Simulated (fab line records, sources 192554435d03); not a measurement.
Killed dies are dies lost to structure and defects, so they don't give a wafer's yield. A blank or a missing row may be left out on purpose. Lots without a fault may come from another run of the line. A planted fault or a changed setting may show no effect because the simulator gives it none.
Problem report in the 8D (eight disciplines) form, filled by code | flow n5_finfet | the parts of the form that need people (team, actions taken, sign-off) are left out

1. THE PROBLEM
killed_at_M4_up at N5_PASSIVATION_PROBE_49 reads a mean of 1099 on 6 wafers of 2 lots; wafers without a fault read 14 with a standard deviation of 5.2. That is +99 or more standard deviations from the usual mean.
First seen on wafer L402.1, day 15 19:58, on prober-01. The record holds 6 wafers of 2 lots with a number at this step. Rule for "out", or "out of limits": more than 4 standard deviations from the usual mean. The other wafers with a number count as sound.

2. WHAT IT IS AND WHAT IT IS NOT
question                    | is                                                                                                                  | is not
which readings at this step | killed_at_M4_up, defect_limited_yield, killed_dies, killed_on_rim, sort_bin_5_function, sort_n_pass, sort_yield_pct | killed_at_M0_to_M3, killed_at_contacts, killed_at_front_end, killed_at_other, sort_bin_8_speed
which lots                  | L402, L403                                                                                                          | -
which wafers of those lots  | all that have a number                                                                                              | -
read on which tools         | prober-01                                                                                                           | -
when                        | from day 15 19:58                                                                                                   | up to then (0 sound wafers)

3. SUSPECTS, AND WHAT RULES EACH OUT
Counting: a tool at a process step up to the reading stays a suspect if it ran every lot that is out and no sound lot after the first of them.
- rie_diel-03 at N5_BEOL_M8_VIA_ETCH_34 (etches SiCOH lowk in C4F6/O2, target depth 125.5 nm, time 50.5 s): kept. It ran every lot that is out, first L402 (day 12 22:20), and no sound lot after that.
- rie_diel-03 at N5_BEOL_M8_ETCH_41 (etches SiCN in CH3F/O2, target depth 31.9 nm, time 57.8 s): kept. It ran every lot that is out, first L402 (day 12 23:43), and no sound lot after that. N5_BEOL_M8_ETCH_41 gives no start for some lots, so the hours and the order of its lots are those of N5_BEOL_M8_SURFACE_TREAT_79.
- pvd_sputter-02 at N5_BEOL_M8_SURFACE_TREAT_79: kept. It ran every lot that is out, first L402 (day 12 23:43), and no sound lot after that.
- prober-01 at N5_PASSIVATION_PROBE_49: kept. It ran every lot that is out, first L402 (day 15 19:58), and no sound lot after that. Its own readings are out on those wafers: defect_limited_yield, killed_at_M4_up, killed_dies, killed_on_rim, sort_bin_5_function, sort_n_pass, sort_yield_pct.
Left after counting: rie_diel-03 at N5_BEOL_M8_VIA_ETCH_34, rie_diel-03 at N5_BEOL_M8_ETCH_41, pvd_sputter-02 at N5_BEOL_M8_SURFACE_TREAT_79, prober-01 at N5_PASSIVATION_PROBE_49.

4. THE CAUSE (what the simulator had put in)
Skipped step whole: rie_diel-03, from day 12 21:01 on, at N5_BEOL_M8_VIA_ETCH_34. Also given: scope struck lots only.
Counting left 4 suspects, and this tool is among them.

5. THE CHAIN OF EFFECTS, in route order
Each row: a reading whose mean over the struck wafers that have a number lies more than 3 standard deviations from the usual. Only readings for which the record gives a usual standard deviation are gone through. hours: the time from each lot's start at the first step in this table that gives one to its start at this step, as a median over the lots. sigmas: the change in usual standard deviations.
hours | step                    | reading              | usual  | on struck wafers | change | sigmas
0     | N5_PASSIVATION_PROBE_49 | defect_limited_yield | 91.3 % | 0.0              | -91.3  | -70
0     | N5_PASSIVATION_PROBE_49 | killed_at_M4_up      | 14     | 1099             | +1085  | +99 or more
0     | N5_PASSIVATION_PROBE_49 | killed_dies          | 103    | 1180             | +1077  | +72
0     | N5_PASSIVATION_PROBE_49 | killed_on_rim        | 14     | 152              | +138   | +34
0     | N5_PASSIVATION_PROBE_49 | sort_bin_5_function  | 5.1 %  | 96.6             | +91.5  | +99 or more
0     | N5_PASSIVATION_PROBE_49 | sort_n_pass          | 1077   | 0                | -1077  | -72
0     | N5_PASSIVATION_PROBE_49 | sort_yield_pct       | 91.3 % | 0.0              | -91.3  | -70
The process steps in it:
- N5_PASSIVATION_PROBE_49
Readings that are blank on the struck wafers while sound wafers have them: C4F6_flow_sccm at N5_BEOL_M8_VIA_ETCH_34; O2_flow_sccm at N5_BEOL_M8_VIA_ETCH_34; drypump_motor_current_A at N5_BEOL_M8_VIA_ETCH_34; mfc_ar_sccm at N5_BEOL_M8_VIA_ETCH_34; oes_product_au at N5_BEOL_M8_VIA_ETCH_34; rf_vpp_V at N5_BEOL_M8_VIA_ETCH_34; showerhead_plenum_p_Torr at N5_BEOL_M8_VIA_ETCH_34; throttle_valve_pct at N5_BEOL_M8_VIA_ETCH_34.

6. WHAT WOULD HAVE CAUGHT IT SOONER
In this record the first reading out of limits was taken at day 15 19:58, 71 hours after the fault began at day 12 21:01.
At N5_BEOL_M8_VIA_ETCH_34 the tool's readings are blank on the struck wafers, where sound wafers have them: an empty tool record is the first sign, and it was there at once.
All the lots that are out (2) had begun N5_BEOL_M8_VIA_ETCH_34 on rie_diel-03 by day 15 19:58. A hold on the tool at that time would have spared none of them.
